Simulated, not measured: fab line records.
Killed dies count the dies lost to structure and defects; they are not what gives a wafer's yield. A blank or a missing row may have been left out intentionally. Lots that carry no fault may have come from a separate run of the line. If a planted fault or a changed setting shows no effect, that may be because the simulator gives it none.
Struck lot and sound lot, side by side || flow n5-finfet || 25 steps out of a route of 1938
Sound: wafers L999.3, L999.4, L999.5. Struck: wafers L116.1, L116.4, L116.6. The cause is given at the end.
Order at every step that has rows: each side's tool, ch and its chambers, its first start. Under that, the readings that differ: sound wafers || struck wafers || difference of the means || sigmas: that difference in standard deviations of wafers without a fault.
alike: readings whose means differ by less than 2 such deviations, and words and numbers that are the same on both sides. not compared: withheld readings, readings that some wafer has no value for, bounds like >300 that may hide the same value, and numbers for which the record gives no deviation and whose values overlap.
Wherever a step has rows on one side only, a row that says differs or no value, or a row with sigmas, the two part there. When numbers do not overlap yet have no deviation, they are printed without sigmas and do not part them. A reading that every wafer of one side lacks parts them only if that side has two wafers or more.

first, 11 steps without rows for these wafers: N5_WELL_APT_RTA_34 (time 10 s); N5_WELL_APT_OXIDE_STRIP_42 (strips SiO2 in dHF, time 45 s, target depth 12 nm); N5_WELL_APT_PRECLEAN_36 (cleans in O3/DIW, time 45 s); N5_WELL_APT_PRECLEAN_39 (cleans in dHF, time 60 s); N5_WELL_APT_SRD_37 (time 30 s); N5_WELL_APT_EPI_41 (deposits Si from SiH4/H2, target thk 50 nm, time 297.7 s); N5_PMOS_HMC_CHANNEL_EPI_HM_DEP_34 (deposits SiO2 from TEOS/O2, target thk 36 nm, time 6.9 s); N5_PMOS_HMC_CHANNEL_EPI_COAT_31 (time 60 s, resist thk 66 nm); N5_PMOS_HMC_CHANNEL_EPI_COAT_03 (resist thk 205 nm); N5_PMOS_HMC_CHANNEL_EPI_EBR_05; N5_PMOS_HMC_CHANNEL_EPI_SOFTBAKE_04 (time 60 s).
N5_PMOS_HMC_CHANNEL_EPI_EXPOSE_06: exposes mask PMOS HMC BLK, target cd 240 nm.
  sound on arfi-scanner-01 ch 0, day 3 04:53; struck on arfi-scanner-01 ch 0, day 7 11:17
{"reading": "exposure-dose-mJ-cm2", "sound": "41.03 40.99 40.97", "struck": "36.88 36.90 36.89", "difference": -4.11, "sigmas": -93}
  alike: mask
then, 2 steps without rows for these wafers: N5_PMOS_HMC_CHANNEL_EPI_PEB_07 (peb time 60 s); N5_PMOS_HMC_CHANNEL_EPI_DEVELOP_08 (develop time 30 s).
N5_PMOS_HMC_CHANNEL_EPI_CD_MEAS_09: target cd 237.4 nm.
  sound on cd-sem-01 ch 0, day 3 04:59; struck on cd-sem-02 ch 0, day 7 11:25
{"reading": "cd-nm (nm)", "sound": "238.2 237.3 237.2", "struck": "315.7 309.3 400.2", "difference": "+104.2", "sigmas": "+99 or more"}
N5_PMOS_HMC_CHANNEL_EPI_DESCUM_14: chemistry O2, time 7.9 s.
  sound on rie-diel-03 ch 0,1,3, day 3 05:08; struck on rie-diel-03 ch 0,2, day 7 11:49
{"reading": "model.PMOS_HMC_CHANNEL_EPI.cd-nm (nm)", "sound": "238.3 237.5 237.3", "struck": "315.8 309.4 400", "difference": "+104.0", "sigmas": ""}
  alike: drypump-motor-current-A, oes-product-au, rf-vpp-V, showerhead-plenum-p-Torr, throttle-valve-pct
  not compared: rf-hours-counter-h
then, 5 steps without rows for these wafers: N5_PMOS_HMC_CHANNEL_EPI_ETCH_32 (etches BARC in N2/H2, stops on SiO2, target depth 85.8 nm, time 50.3 s); N5_PMOS_HMC_CHANNEL_EPI_HM_OPEN_15 (chemistry CHF3/O2, target SiO2, target depth 40.6 nm, time 20.3 s); N5_PMOS_HMC_CHANNEL_EPI_STRIP_33 (strips in N2/H2); N5_PMOS_HMC_CHANNEL_EPI_STRIP_17 (strips in SPM, time 750 s); N5_PMOS_HMC_CHANNEL_EPI_ETCH_38 (etches SiO2 in CF4, target depth 1.5 nm).
N5_PMOS_HMC_CHANNEL_EPI_FIN_RECESS_16: chemistry HBr/Cl2, target Si, target depth 54 nm, time 18 s.
  sound on rie-si-03 ch 0,2,3, day 3 05:35; struck on rie-si-01 ch 0,1,2, day 7 12:16
{"reading": "model.PMOS_HMC_CHANNEL_EPI.cd-nm (nm)", "sound": "240 239.8 240.9", "struck": "316.6 310.6 402.8", "difference": "+103.1", "sigmas": ""}
  alike: drypump-motor-current-A, oes-product-au, throttle-valve-pct
  not compared: rf-hours-counter-h
then, 1 step without rows for these wafers: N5_PMOS_HMC_CHANNEL_EPI_PRECLEAN_36 (cleans in O3/DIW, time 45 s).
N5_BEOL_M4_RC_MEAS_101:
  the record has rows for the sound wafers here (prober-01 ch 0, day 9 20:37) and none for the struck ones
-- here the record skips 12 days between the struck wafers' starts before and after, leaving off in module BEOL_M4 and picking up in module PASSIVATION (first step shown: number 1936 of the route) --
N5_PASSIVATION_PROBE_49:
  sound: prober-01 at day 14 05:33; struck: prober-02 at day 19 10:48
{"reading": "killed_at_M4_up", "sound": "16 10 13", "struck": "32 23 27", "difference": "+14", "sigmas": "+3"}
{"reading": "killed-at-front-end", "sound": "51 23 42", "struck": "1111 1121 1121", "difference": "+1079", "sigmas": "+98"}
{"reading": "killed-dies", "sound": "112 82 100", "struck": "1180 1180 1180", "difference": "+1082", "sigmas": "+68"}
{"reading": "killed-on-rim", "sound": "17 10 16", "struck": "152 152 152", "difference": "+138", "sigmas": "+33"}
  alike: killed_at_M0_to_M3, killed-at-contacts, killed-at-other, killed-open, killed-short

== WHERE THEY PART ==
Last at N5_PASSIVATION_PROBE_49 as far as this record goes, first at N5_PMOS_HMC_CHANNEL_EPI_EXPOSE_06.

WHY: the cause the simulator had injected
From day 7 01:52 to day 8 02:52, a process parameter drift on arfi-scanner-01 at N5_PMOS_HMC_CHANNEL_EPI_EXPOSE_06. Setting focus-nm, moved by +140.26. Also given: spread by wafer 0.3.
